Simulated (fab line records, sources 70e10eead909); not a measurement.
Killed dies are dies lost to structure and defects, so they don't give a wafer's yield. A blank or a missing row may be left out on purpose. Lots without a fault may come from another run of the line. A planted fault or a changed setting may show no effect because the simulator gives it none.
Chamber matching | flow nand_harc | NHARC_A_BLC_CMP_25 on cmp-01: 4 sister chambers
The step polishes, t overpolish 30 s, target thk 150 nm. 8 wafers are shown with their chamber, then 9 later ones without.

WAFERS WITH THEIR CHAMBER
wafer  | chamber | motor_current_A (A) | time_to_endpoint_s (s)
L082.4 | 2       | 12.2                | 28.4
L082.6 | 2       | 12.4                | 29.9
L085.1 | 3       | 10.5                | 31.2
L085.3 | 0       | 12.5                | 29.9
L085.5 | 3       | 10.7                | 30.3
L088.2 | 1       | 13.0                | 28.7
L088.5 | 1       | 12.4                | 29.2
L088.6 | 0       | 11.9                | 29.2

WAFERS WITHOUT THEIR CHAMBER
wafer  | motor_current_A (A) | time_to_endpoint_s (s)
L092.4 | 12.8                | 25.3
L092.5 | 12.9                | 26.6
L092.6 | 12.7                | 25.6
L096.2 | 10.9                | 26.8
L096.5 | 12.9                | 26.8
L096.6 | 12.9                | 29.4
L097.1 | 13.0                | 30.7
L097.2 | 10.7                | 31.6
L097.5 | 10.2                | 33.4

WHICH CHAMBER EACH WENT THROUGH
wafer  | from the rows above               | in truth
L092.4 | can't be placed: 1 or 2 or 0      | 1
L092.5 | can't be placed: 1 or 2 or 0      | 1
L092.6 | can't be placed: 1 or 2 or 0      | 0
L096.2 | can't be placed: 2 or 0 or 3 or 1 | 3
L096.5 | can't be placed: 1 or 2 or 0      | 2
L096.6 | can't be placed: 1 or 2 or 0      | 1
L097.1 | can't be placed: 1 or 0 or 2      | 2
L097.2 | 3                                 | 3
L097.5 | 3                                 | 3
Placed correctly: 2 of 9. Can't be placed from these rows: 7 (the true chamber is among the candidates in 7). Placed wrongly: 0.
How it was worked out, from the rows above alone: a wafer's distance from a chamber is the root of the sum, over the readings, of the square of ((its reading less the chamber's mean) divided by the reading's scatter). The wafer belongs to the nearest chamber; if the next one is less than 2 further off, it can't be placed. A chamber's mean is the mean of its shown wafers. The scatter: the root of (the sum of the squares of (reading less its chamber's mean) over the shown wafers, divided by (wafers less chambers)).
